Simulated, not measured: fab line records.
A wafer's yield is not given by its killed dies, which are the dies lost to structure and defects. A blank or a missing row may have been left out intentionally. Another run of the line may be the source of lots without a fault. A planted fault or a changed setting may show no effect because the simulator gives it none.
A struck lot beside a sound one	flow nandHarc	14 steps out of a route of 1159
Sound: wafers L683.1, L683.4, L683.6. Wafers L689.1, L689.3, L689.5 were the ones struck. The cause comes at the end.
Each step with rows lists, per side, the tool, then ch with its chambers, then its first start. Under that, the readings that differ: sound wafers	struck wafers	difference of the means	sigmas: that difference in standard deviations of wafers without a fault.
alike: readings whose means differ by less than 2 such deviations, and words and numbers that are the same on both sides. not compared: withheld readings, readings that some wafer has no value for, bounds like >300 that may hide the same value, and numbers for which the record gives no deviation and whose values overlap.
A row with sigmas, a row that says differs or no value, or rows on one side alone: a step with any of these is where the two part. Non-overlapping numbers with no deviation appear without sigmas and do not part them. Lack of a reading on every wafer of one side parts them only where that side has two or more wafers.

NHARC_P_STI_ETCH_42: etches the open film in N2/H2, target depth 80 nm, overetch 24 nm, time 61 s.
  sound on rieDiel-01 ch 1,2,3, day 2 22:29; struck on rieDiel-01 ch 0,1, day 4 04:58
  alike: drypumpMotorCurrentA, oesProductAu, rfVppV, showerheadPlenumPTorr, throttleValvePct
  not compared: rfHoursCounterH
NHARC_P_STI_ETCH_31: etches the open film in CF4/CHF3, target depth 108.9 nm, time 54.5 s.
  sound: rieDiel-01 ch 0,1,2; struck: rieDiel-01 ch 0,1,2
  alike: drypumpMotorCurrentA, oesProductAu, rfVppV, showerheadPlenumPTorr, throttleValvePct
  not compared: rfHoursCounterH
NHARC_P_STI_ETCH_15: etches the open film in HBr/Cl2, target depth 300 nm, time 100.1 s.
  sound on rieSi-04 ch 0,3, day 2 22:41; struck on rieSi-03 ch 0,3, day 4 05:12
reading	sound	struck	difference	sigmas
drypumpMotorCurrentA (A)	5.5 5.0 5.5	6.7 6.9 6.8	+1.5	+2
  alike: oesProductAu, throttleValvePct
  not compared: rfHoursCounterH
NHARC_P_STI_CD_MEAS_16:
  struck on cdSem-02, day 4 05:20; sound on cdSem-03, day 2 22:50
  alike: cdNm
NHARC_P_STI_OCD_MEAS_17:
  struck on ocd-02, day 4 05:26; sound on ocd-01, day 2 22:55
  alike: trenchDepthNm, trenchFootCdNm
then, 3 steps without rows for these wafers: NHARC_P_STI_STRIP_19 (strips in SPM, time 900 s); NHARC_P_STI_PRECLEAN_32 (cleans in SC1); NHARC_P_STI_SRD_23.
NHARC_P_STI_OCD_MEAS_43:
  struck on ocd-01, day 4 05:56; sound on ocd-01, day 2 23:25
  alike: trenchDepthNm, trenchFootCdNm
then, 3 steps without rows for these wafers: NHARC_P_STI_OXIDE_33 (material SiO2, target thk 10 nm, ox time 281 s); NHARC_P_STI_HDPCVD_20 (deposits SiO2); NHARC_P_STI_ANNEAL_34 (time 1800 s).
NHARC_P_STI_CMP_21: polishes, t overpolish 20 s, target thk 380.67 nm.
  sound on cmp-04 ch 0,2,3, day 3 17:47; struck on cmp-04 ch 0,1,2, day 5 00:11
  no value came back on the struck wafers for edgeZonePressureFrac, motorCurrentA (A), overpolishRunS (s), slurryFlowMlMin; on the sound wafers edgeZonePressureFrac reads 1.003 0.996 0.992
-- record jumps: 16 days between struck wafers' starts before vs after; left off in module P_STI, resumes in module END, first step shown is number 1159 of the route --
NHARC_END_SORT_01:
  here the record holds rows for the struck wafers (prober-01 ch 0, day 21 04:59) but none for the sound ones

## WHERE THEY PART
Earliest at NHARC_P_STI_ETCH_15; latest, in this record, at NHARC_END_SORT_01.

WHY: whatever the simulator had introduced
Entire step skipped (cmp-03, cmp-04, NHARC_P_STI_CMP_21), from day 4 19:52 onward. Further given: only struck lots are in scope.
